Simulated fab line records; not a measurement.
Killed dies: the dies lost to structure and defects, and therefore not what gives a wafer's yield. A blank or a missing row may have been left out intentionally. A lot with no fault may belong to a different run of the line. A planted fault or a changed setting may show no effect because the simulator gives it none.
fab line records || flow n5Finfet
[record] {"lots": 4, "wafers": 12, "lastDay": 19}
route steps=1938 shown ILD0@335 SDB@347 BEOL_M4@1111 PASSIVATION@1936
lots that met no fault: from a run of the same line without faults
startH: hours from the record's first day to the start of the lot's first wafer shown || waitH: hours since the lot's step before || " the same as in the row above || L1.1+2: a single row standing in for several wafers || - value missing, or start not given || * or withheld: withheld || < > ~ a bound
route shown NAME@n: names a module that has steps shown in the file, with the first one's number in the route || usual: mean/standard deviation of fault-free wafers || same: alike in all rows || chamber/n: place in a boat || sites: the reading at each site || _std_site: how widely they spread, as a standard deviation || _edge_site: mean of outer sites minus mean of inner sites || radiusMm: for every site, how far away it sits from the centre of the wafer || mask NAME#n: copy n || behind: tool/chamber where the wafer was last shaped || hold: cause of the lot's hold/its duration in hours/its outcome || device: transistor that didn't switch, given as n, p or np || end of line: the route-end tests of the same wafers || for a step that has no rows: nothing shown but its recipe || killed: at the first sort, the dies lost to defects and structure; wafer yield is something else || map: shows each die of a wafer: x if killed, . if not, _ if none is there
set.NAME: setting as actually run; set.NAME@STEP: the setting as run at that earlier step || model.NAME: the simulator's own value behind a step, which no gauge read
lots seen at some steps along the route; tables by step, rows by wafer
services: when a tool's chamber went out of use (startH, in hours from the record's first day, below 0 if earlier), for how many hours, and the reason
[[steps]]
[step N5_ILD0_LINER_00]
[recipe] {"material": "SiNx", "targetThkA": 40, "tempC": 400, "aldPrecursorFamily": "SiH2I2", "aldCoReactant": "N2/H2-plasma", "pulseTimeS": 1, "purgeTimeS": 2, "coReactantPurgeTimeS": 2, "aldCycles": 80, "pressureTorr": 2}
[step N5_ILD0_FCVD_FILL_01]
[recipe] {"material": "SiO2_flowable", "targetThkA": 2000, "tempC": 100, "pressureTorr": 0.8, "rfW": 2000, "timeS": 328.3}
[step N5_ILD0_CURE_02]
[recipe] {"tempC": 450, "timeS": 1800, "ambient": "steam", "idleTempC": 400, "rampUpCPerMin": 5, "rampDownCPerMin": 3, "densificationPH2oTorr": 640}
[step N5_ILD0_CMP_03]
[recipe] {"stopOn": "SiNx", "tOverpolishS": 1.9, "postCmpClean": "alkalineBrush", "downForcePsi": 4.1491, "platenRpm": 51.796, "padVelocityMS": 1.0306, "targetThkNm": 197.38}
[step N5_ILD0_CMP_07]
[recipe] {"stopOn": "poly-Si", "material": "SiO2_flowable", "tOverpolishS": 1.18, "postCmpClean": "alkalineBrush", "downForcePsi": 4.1491, "platenRpm": 51.796, "padVelocityMS": 1.0306, "targetThkNm": 138.88}
[step N5_ILD0_PRECLEAN_10]
[recipe] {"chemistry": "NF3:NH3", "afsCycles": 5, "timeS": 20, "tempC": 30, "sublimationTempC": 180, "sublimationTimeS": 60, "pressureTorr": 3, "rfPowerW": 30}
[step N5_ILD0_ALD_15]
[recipe] {"material": "SiNx", "targetThkA": 240, "tempC": 400, "aldPrecursorFamily": "SiH2I2", "aldCoReactant": "N2/H2-plasma", "pulseTimeS": 1, "aldCycles": 480, "purgeTimeS": 2, "coReactantPurgeTimeS": 2, "pressureTorr": 2}
[step N5_ILD0_CMP_12]
[recipe] {"stopOn": "poly-Si", "material": "SiNx", "tOverpolishS": 6, "postCmpClean": "alkalineBrush", "downForcePsi": 2.5, "platenRpm": 51.8, "padVelocityMS": 1.0307, "targetThkNm": 17.67}
[step N5_SDB_HM_DEP_00]
[recipe] {"material": "SiNx", "targetThkA": 400, "tempC": 400, "precursor": "SiH4/NH3/N2", "pressureTorr": 1.5, "rfW": 300, "timeS": 35.3}
[usual] {"heaterPowerW": "751/90", "showerheadPlenumPTorr": "5.14/0.093", "throttleValvePct": "40.3/2.2"}
{"lot.wafer": "L646.1", "tool": "pecvd-02", "chamber": 2, "startH": 114.29, "waitH": 0.0, "heaterPowerW": 922, "showerheadPlenumPTorr": 5.21, "throttleValvePct": 37.9}
{"lot.wafer": "L646.4", "tool": "pecvd-02", "chamber": 0, "startH": 114.29, "waitH": 0.0, "heaterPowerW": 696, "showerheadPlenumPTorr": 5.04, "throttleValvePct": 42.0}
{"lot.wafer": "L646.6", "tool": "pecvd-02", "chamber": 2, "startH": 114.29, "waitH": 0.0, "heaterPowerW": 916, "showerheadPlenumPTorr": 5.20, "throttleValvePct": 37.9}
{"lot.wafer": "L650.1", "tool": "pecvd-02", "chamber": 2, "startH": 137.45, "waitH": 0.0, "heaterPowerW": 900, "showerheadPlenumPTorr": 5.21, "throttleValvePct": 38.0}
{"lot.wafer": "L650.5", "tool": "pecvd-02", "chamber": 0, "startH": 137.45, "waitH": 0.0, "heaterPowerW": 774, "showerheadPlenumPTorr": 5.04, "throttleValvePct": 41.9}
{"lot.wafer": "L650.6", "tool": "pecvd-02", "chamber": 2, "startH": 137.45, "waitH": 0.0, "heaterPowerW": 894, "showerheadPlenumPTorr": 5.22, "throttleValvePct": 38.0}
{"lot.wafer": "L654.1", "tool": "pecvd-02", "chamber": 0, "startH": 160.42, "waitH": 0.0, "heaterPowerW": 686, "showerheadPlenumPTorr": 5.03, "throttleValvePct": 41.9}
{"lot.wafer": "L654.4", "tool": "pecvd-02", "chamber": 0, "startH": 160.42, "waitH": 0.0, "heaterPowerW": 684, "showerheadPlenumPTorr": 5.03, "throttleValvePct": 41.7}
{"lot.wafer": "L654.5", "tool": "pecvd-02", "chamber": 2, "startH": 160.42, "waitH": 0.0, "heaterPowerW": 901, "showerheadPlenumPTorr": 5.21, "throttleValvePct": 38.1}
{"lot.wafer": "L659.1", "tool": "pecvd-03", "chamber": 1, "startH": 196.99, "waitH": 0.0, "heaterPowerW": 749, "showerheadPlenumPTorr": 5.03, "throttleValvePct": 40.3}
{"lot.wafer": "L659.2", "tool": "pecvd-03", "chamber": 0, "startH": 196.99, "waitH": 0.0, "heaterPowerW": 659, "showerheadPlenumPTorr": 5.02, "throttleValvePct": 39.9}
{"lot.wafer": "L659.3", "tool": "pecvd-03", "chamber": 2, "startH": 196.99, "waitH": 0.0, "heaterPowerW": 609, "showerheadPlenumPTorr": 5.07, "throttleValvePct": 38.8}
[step N5_SDB_COAT_03]
[recipe] {"resist": "SOC", "tempC": 250, "timeS": 60, "spinRpm": 1500, "resistThkNm": 100}
[step N5_SDB_COAT_04]
[recipe] {"resist": "SiARC", "tempC": 220, "timeS": 60, "spinRpm": 1500, "resistThkNm": 18}
[step N5_SDB_COAT_05]
[recipe] {"resist": "CAR-ArF", "spinRpm": 1500, "resistThkNm": 90}
[step N5_SDB_EBR_07]
[recipe] {"solvent": "PGMEA", "ebrWidthMm": 1.5}
[step N5_SDB_SOFTBAKE_06]
[recipe] {"tempC": 110, "timeS": 60, "resist": "CAR-ArF"}
[step N5_SDB_EXPOSE_08]
[recipe] {"maskId": "SDB", "na": 1.35, "sourceShape": "conventional", "sigmaOuter": 0.5, "polarization": "unpolarized", "doseMj": 49.6}
[step N5_SDB_PEB_09]
[recipe] {"pebTempC": "withheld", "pebTimeS": 60, "resist": "CAR-ArF"}
[step N5_SDB_DEVELOP_10]
[recipe] {"developTimeS": 30, "developer": "TMAH", "resist": "CAR-ArF", "rinseLiquid": "diw", "dry": "airSpin", "devTempC": 23}
[step N5_SDB_INSPECT_13]
[recipe] {"mode": "adi", "inspectInstrument": "brightfield"}
[usual] {"rawDefectCount": "72/28"}
{"lot.wafer": "L646.1", "tool": "defectInspect-01", "chamber": "-", "startH": 114.79, "waitH": 0.0, "rawDefectCount": 50}
{"lot.wafer": "L646.4", "tool": "defectInspect-01", "chamber": "-", "startH": 114.79, "waitH": 0.0, "rawDefectCount": 74}
{"lot.wafer": "L646.6", "tool": "defectInspect-01", "chamber": "-", "startH": 114.79, "waitH": 0.0, "rawDefectCount": 42}
{"lot.wafer": "L650.1", "tool": "defectInspect-01", "chamber": "-", "startH": 137.83, "waitH": 0.0, "rawDefectCount": 639}
{"lot.wafer": "L650.5", "tool": "defectInspect-01", "chamber": "-", "startH": 137.83, "waitH": 0.0, "rawDefectCount": 74}
{"lot.wafer": "L650.6", "tool": "defectInspect-01", "chamber": "-", "startH": 137.83, "waitH": 0.0, "rawDefectCount": 680}
{"lot.wafer": "L654.1", "tool": "defectInspect-02", "chamber": "-", "startH": 160.92, "waitH": 0.0, "rawDefectCount": 146}
{"lot.wafer": "L654.4", "tool": "defectInspect-02", "chamber": "-", "startH": 160.92, "waitH": 0.0, "rawDefectCount": 89}
{"lot.wafer": "L654.5", "tool": "defectInspect-02", "chamber": "-", "startH": 160.92, "waitH": 0.0, "rawDefectCount": 696}
{"lot.wafer": "L659.1", "tool": "defectInspect-02", "chamber": "-", "startH": 197.37, "waitH": 0.0, "rawDefectCount": 83}
{"lot.wafer": "L659.2", "tool": "defectInspect-02", "chamber": "-", "startH": 197.37, "waitH": 0.0, "rawDefectCount": 69}
{"lot.wafer": "L659.3", "tool": "defectInspect-02", "chamber": "-", "startH": 197.37, "waitH": 0.0, "rawDefectCount": 62}
[step N5_SDB_DESCUM_16]
[recipe] {"chemistry": "O2", "timeS": 7.9, "sourcePowerW": 50, "biasPowerW": 20, "pressureMtorr": 20, "rfFrequencyHz": 2.712e+07, "tempC": 40, "resist": "CAR-ArF", "o2FlowSccm": 225}
[step N5_BEOL_M4_RC_MEAS_101]
[usual] {"DIBL_N": "36.6/1.3", "DIBL_P": "36.4/1.4", "IOFF_N": "0.167/0.023", "IOFF_P": "0.219/0.029", "ION_N": "678/8.7", "ION_P": "464/6.4", "SS_N": "71.5/0.53", "SS_P": "73.4/0.57", "VT_N": "248.5/2.8", "VT_P": "-249/3.1"}
{"lot.wafer": "L646.1", "tool": "prober-02", "chamber": 0, "startH": 254.65, "waitH": 0.0, "DIBL_N[mV/V]": 36.8, "DIBL_P[mV/V]": 36.3, "IOFF_N[nA/um]": 0.165, "IOFF_P[nA/um]": 0.234, "ION_N[uA/um]": 671, "ION_P[uA/um]": 467, "SS_N[mV/dec]": 71.4, "SS_P[mV/dec]": 73.5, "VT_N[mV]": 247.1, "VT_P[mV]": -247}
{"lot.wafer": "L646.4", "tool": "prober-02", "chamber": 0, "startH": 254.65, "waitH": 0.0, "DIBL_N[mV/V]": 35.0, "DIBL_P[mV/V]": 33.9, "IOFF_N[nA/um]": 0.125, "IOFF_P[nA/um]": 0.193, "ION_N[uA/um]": 664, "ION_P[uA/um]": 457, "SS_N[mV/dec]": 71.2, "SS_P[mV/dec]": 72.1, "VT_N[mV]": 252.8, "VT_P[mV]": -247}
{"lot.wafer": "L646.6", "tool": "prober-02", "chamber": 0, "startH": 254.65, "waitH": 0.0, "DIBL_N[mV/V]": 35.5, "DIBL_P[mV/V]": 34.7, "IOFF_N[nA/um]": 0.141, "IOFF_P[nA/um]": 0.202, "ION_N[uA/um]": 676, "ION_P[uA/um]": 466, "SS_N[mV/dec]": 71.0, "SS_P[mV/dec]": 72.3, "VT_N[mV]": 249.9, "VT_P[mV]": -247}
{"lot.wafer": "L650.1", "tool": "prober-02", "chamber": 0, "startH": 290.03, "waitH": 0.0, "DIBL_N[mV/V]": 36.1, "DIBL_P[mV/V]": 35.5, "IOFF_N[nA/um]": 0.155, "IOFF_P[nA/um]": 0.207, "ION_N[uA/um]": 679, "ION_P[uA/um]": 468, "SS_N[mV/dec]": 71.2, "SS_P[mV/dec]": 72.8, "VT_N[mV]": 248.7, "VT_P[mV]": -248}
{"lot.wafer": "L650.5", "tool": "prober-02", "chamber": 0, "startH": 290.03, "waitH": 0.0, "DIBL_N[mV/V]": 35.5, "DIBL_P[mV/V]": 34.5, "IOFF_N[nA/um]": 0.146, "IOFF_P[nA/um]": 0.200, "ION_N[uA/um]": 679, "ION_P[uA/um]": 470, "SS_N[mV/dec]": 71.1, "SS_P[mV/dec]": 72.5, "VT_N[mV]": 252.4, "VT_P[mV]": -252}
{"lot.wafer": "L650.6", "tool": "prober-02", "chamber": 0, "startH": 290.03, "waitH": 0.0, "DIBL_N[mV/V]": 34.8, "DIBL_P[mV/V]": 33.7, "IOFF_N[nA/um]": 0.133, "IOFF_P[nA/um]": 0.187, "ION_N[uA/um]": 669, "ION_P[uA/um]": 464, "SS_N[mV/dec]": 70.7, "SS_P[mV/dec]": 72.7, "VT_N[mV]": 250.2, "VT_P[mV]": -251}
{"lot.wafer": "L654.1", "tool": "prober-01", "chamber": 0, "startH": 317.01, "waitH": 0.0, "DIBL_N[mV/V]": 37.2, "DIBL_P[mV/V]": 37.2, "IOFF_N[nA/um]": 0.163, "IOFF_P[nA/um]": 0.187, "ION_N[uA/um]": 680, "ION_P[uA/um]": 456, "SS_N[mV/dec]": 72.4, "SS_P[mV/dec]": 73.7, "VT_N[mV]": 249.8, "VT_P[mV]": -254}
{"lot.wafer": "L654.4", "tool": "prober-01", "chamber": 0, "startH": 317.01, "waitH": 0.0, "DIBL_N[mV/V]": 37.2, "DIBL_P[mV/V]": 35.9, "IOFF_N[nA/um]": 0.156, "IOFF_P[nA/um]": 0.166, "ION_N[uA/um]": 675, "ION_P[uA/um]": 453, "SS_N[mV/dec]": 71.6, "SS_P[mV/dec]": 73.3, "VT_N[mV]": 249.5, "VT_P[mV]": -256}
{"lot.wafer": "L654.5", "tool": "prober-01", "chamber": 0, "startH": 317.01, "waitH": 0.0, "DIBL_N[mV/V]": 35.4, "DIBL_P[mV/V]": 35.4, "IOFF_N[nA/um]": 0.139, "IOFF_P[nA/um]": 0.165, "ION_N[uA/um]": 676, "ION_P[uA/um]": 454, "SS_N[mV/dec]": 71.5, "SS_P[mV/dec]": 72.6, "VT_N[mV]": 250.3, "VT_P[mV]": -256}
{"lot.wafer": "L659.1", "tool": "prober-01", "chamber": 0, "startH": 351.14, "waitH": 0.0, "DIBL_N[mV/V]": 36.9, "DIBL_P[mV/V]": 37.9, "IOFF_N[nA/um]": 0.164, "IOFF_P[nA/um]": 0.231, "ION_N[uA/um]": 674, "ION_P[uA/um]": 467, "SS_N[mV/dec]": 71.6, "SS_P[mV/dec]": 74.1, "VT_N[mV]": 251.0, "VT_P[mV]": -249}
{"lot.wafer": "L659.2", "tool": "prober-01", "chamber": 0, "startH": 351.14, "waitH": 0.0, "DIBL_N[mV/V]": 36.5, "DIBL_P[mV/V]": 37.0, "IOFF_N[nA/um]": 0.149, "IOFF_P[nA/um]": 0.200, "ION_N[uA/um]": 676, "ION_P[uA/um]": 457, "SS_N[mV/dec]": 71.7, "SS_P[mV/dec]": 72.9, "VT_N[mV]": 249.8, "VT_P[mV]": -253}
{"lot.wafer": "L659.3", "tool": "prober-01", "chamber": 0, "startH": 351.14, "waitH": 0.0, "DIBL_N[mV/V]": 37.9, "DIBL_P[mV/V]": 39.8, "IOFF_N[nA/um]": 0.187, "IOFF_P[nA/um]": 0.257, "ION_N[uA/um]": 683, "ION_P[uA/um]": 471, "SS_N[mV/dec]": 72.1, "SS_P[mV/dec]": 73.3, "VT_N[mV]": 247.3, "VT_P[mV]": -248}
[step N5_PASSIVATION_PROBE_49]
[usual] {"defectLimitedYield": "91.6/1.6", "killed_at_M0_to_M3": "32/9.7", "killed_at_M4_up": "13/4.4", "killedAtContacts": "12/6.5", "killedAtFrontEnd": "38/12", "killedAtOther": "3.7/3", "killedDies": "99/18", "killedOnRim": "13/3.9", "killedOpen": "66/14", "killedShort": "32/7.5", "sort_bin_5_function": "4.9/1", "sort_bin_6_memory": "3.2/0.73", "sortNPass": "1081/18", "sortYieldPct": "91.6/1.6"}
[same] {"grossDies": 1180, "killedAtBackSide": 0, "sort_bin_4_leakage[%]": 0, "sort_bin_8_speed[%]": 0}
{"lot.wafer": "L646.4", "tool": "prober-02", "chamber": "-", "startH": 353.82, "waitH": 0.2, "defectLimitedYield[%]": 92.9, "killed_at_M0_to_M3": 29, "killed_at_M4_up": 9, "killedAtContacts": 4, "killedAtFrontEnd": 36, "killedAtOther": 6, "killedDies": 84, "killedOnRim": 16, "killedOpen": 55, "killedShort": 29, "sort_bin_5_function[%]": 3.8, "sort_bin_6_memory[%]": 3.1, "sortNPass": 1096, "sortYieldPct[%]": 92.9}
{"lot.wafer": "L650.1", "tool": "prober-01", "chamber": "-", "startH": 389.91, "waitH": 0.0, "defectLimitedYield[%]": 82.1, "killed_at_M0_to_M3": 43, "killed_at_M4_up": 15, "killedAtContacts": 4, "killedAtFrontEnd": 148, "killedAtOther": 1, "killedDies": 211, "killedOnRim": 22, "killedOpen": 68, "killedShort": 29, "sort_bin_5_function[%]": 11.2, "sort_bin_6_memory[%]": 4.4, "sortNPass": 969, "sortYieldPct[%]": 82.1}
{"lot.wafer": "L650.6", "tool": "prober-01", "chamber": "-", "startH": 390.16, "waitH": 0.3, "defectLimitedYield[%]": 80.8, "killed_at_M0_to_M3": 30, "killed_at_M4_up": 16, "killedAtContacts": 9, "killedAtFrontEnd": 167, "killedAtOther": 4, "killedDies": 226, "killedOnRim": 30, "killedOpen": 70, "killedShort": 34, "sort_bin_5_function[%]": 13.2, "sort_bin_6_memory[%]": 3.9, "sortNPass": 954, "sortYieldPct[%]": 80.8}
{"lot.wafer": "L654.5", "tool": "prober-01", "chamber": "-", "startH": 419.49, "waitH": 0.2, "defectLimitedYield[%]": 84.5, "killed_at_M0_to_M3": 19, "killed_at_M4_up": 7, "killedAtContacts": 11, "killedAtFrontEnd": 142, "killedAtOther": 4, "killedDies": 183, "killedOnRim": 19, "killedOpen": 40, "killedShort": 22, "sort_bin_5_function[%]": 8.0, "sort_bin_6_memory[%]": 4.2, "sortNPass": 997, "sortYieldPct[%]": 84.5}
// killed by level:class
L646.4 STI_FIN_REVEAL:geometricParticle:open=18 BEOL_M0_SAQP:geometricParticle:short=11 BEOL_M2:geometricParticle:open=7 STARTING-WAFER:geometricParticle:short=5 BEOL_M0_SAQP:geometricParticle:open=4 STI_FIN_REVEAL:geometricParticle:short=3 DUMMY_GATE:geometricParticle:open=3 MOL_CONTACT_COAG:geometricParticle:open=3
L650.1 SDB:unspecified=114 BEOL_M1:geometricParticle:open=10 FIN_SAQP:geometricParticle:short=9 FIN_SAQP:geometricParticle:open=9 BEOL_M3:geometricParticle:open=9 BEOL_M4:geometricParticle:open=8 BEOL_M2:geometricParticle:open=8 BEOL_M0_SAQP:geometricParticle:short=6
L650.6 SDB:unspecified=122 FIN_SAQP:geometricParticle:open=14 FIN_SAQP:geometricParticle:short=8 STI_FIN_REVEAL:geometricParticle:open=7 MOL_CONTACT_COAG:geometricParticle:open=7 BEOL_M2:geometricParticle:open=7 BEOL_M0_SAQP:geometricParticle:short=6 BEOL_M1:geometricParticle:open=6
L654.5 SDB:unspecified=121 MOL_CONTACT_COAG:geometricParticle:open=9 DUMMY_GATE:geometricParticle:open=4 BEOL_M0_SAQP:geometricParticle:open=4 BEOL_M2:geometricParticle:open=4 BEOL_M3:geometricParticle:open=4 FIN_SAQP:geometricParticle:open=3 STI_FIN_REVEAL:geometricParticle:open=3
// map L650.6 (x killed, . not)
_________________............________________
______________.x.....x.x...x...._____________
___________..x.....x....x........x.__________
__________..........x..............._________
________..x........x.......x.......xx._______
_______........x..........x..........xx______
______..x...........xx..x..............._____
_____...x..........xx....x...............____
____.............x.....x..................___
___........x.............x...x.......x.x...__
___.....x...........xx...x....x..x..x......__
__....xx.x........................x........._
__.......x....x..............x....x........._
_........................x...................
_...............x...................x........
_...............x......x.x....x....x.......x.
_................x...........x.......x...xx..
_............x..........................x....
_...x....x..x..........xx........x....x......
_..x......x..............................x...
_...........x.x..................x.......x...
__.............x............................_
__...x..............x......................._
___............xx.x.xx.x....xxx............__
___x.........xx.xxxxxxx........x.....x.....__
____x......xxxxxxxxxxxx.x.................___
_____...x..xxxxxxxxxxxxxxx..x....x.x.....____
______...xxxxxxxxxxxxx.xx.x........x...._____
_______.xx.xxxxxxxxxxxx.x.....x........______
________.x.xxxxxxxxxxxx..x.x....x..x.._______
__________xxxxxxxxxxxxx..x........x._________
___________.xxxxxxxxx.x..........x.__________
______________xxxxxxx.x...x...x._____________
_________________x.x..x.x.x..________________
// map L654.5 (x killed, . not)
_________________............________________
______________.................._____________
___________x...x..x......x.........__________
__________.................x........_________
________....x.x........x.............._______
_______......x.........................______
______.................................._____
_____.......................x............____
____......................................___
___....................x...................__
___...............x........................__
__.............x.....................x......_
__.......x.x..............xx.x........x....._
_x......x....................................
_......x.......................x.........x...
_..........................x......x..........
_........xx...........x......................
_...........x..........x.....................
_...................x.x........x.............
_.......x.....................x...x....x....x
_.......x..........x.......x........x........
__................x.x......................._
__..........x.x....x........................_
___..........xxxx...xxx.................x..__
___.........xxxxxxx.xx..x..................__
____.......xxxxxxxxxxxx.xx................___
_____.....x.xxxxxxxxxxx.x....x....x.....x____
______.x..xxxxxxxxxxxxxx..........x..x.._____
_______....xxxxxxxxxxxxx....x..........______
________..xxxxxxxxxxxxx.x...x....x...._______
__________.xxxxxxxxxxxxx...x........_________
___________xxxxxxxxxxx............x__________
______________.xxxxx.x..xx.x...._____________
_________________xxxx........________________
[[services]]
{"tool": "pecvd-03", "chamber": 1, "startH": 111.16, "hours": 5.0, "kind": "scheduledDown"}
{"tool": "pecvd-02", "chamber": "-", "startH": 139.06, "hours": 14.6, "kind": "pm"}
{"tool": "pecvd-02", "chamber": 1, "startH": 169.30, "hours": 5.5, "kind": "scheduledDown"}
[[key]]
[firstSign] {"step": "N5_SDB_INSPECT_13", "reading": "rawDefectCount", "direction": "up", "sigmas": 21, "usual": 72, "struck": 672}
[effect] {"step": "N5_PASSIVATION_PROBE_49", "reading": "killedAtFrontEnd", "direction": "up", "sigmas": 9.5, "usual": 38, "struck": 152}
[moreKillsBornAt] {"N5_SDB_HM_DEP_00@pecvd-02": 357}
metAt N5_SDB_HM_DEP_00
struckWafers L650.1,L650.6,L654.5
onsetBetween 114.29 137.45
[fault] {"kind": "chamberParticleSource", "tool": "pecvd-02", "chamber": 2, "onsetH": 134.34, "steps": "N5_SDB_HM_DEP_00", "ratePerVisitCm2": 0.94057, "endH": 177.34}
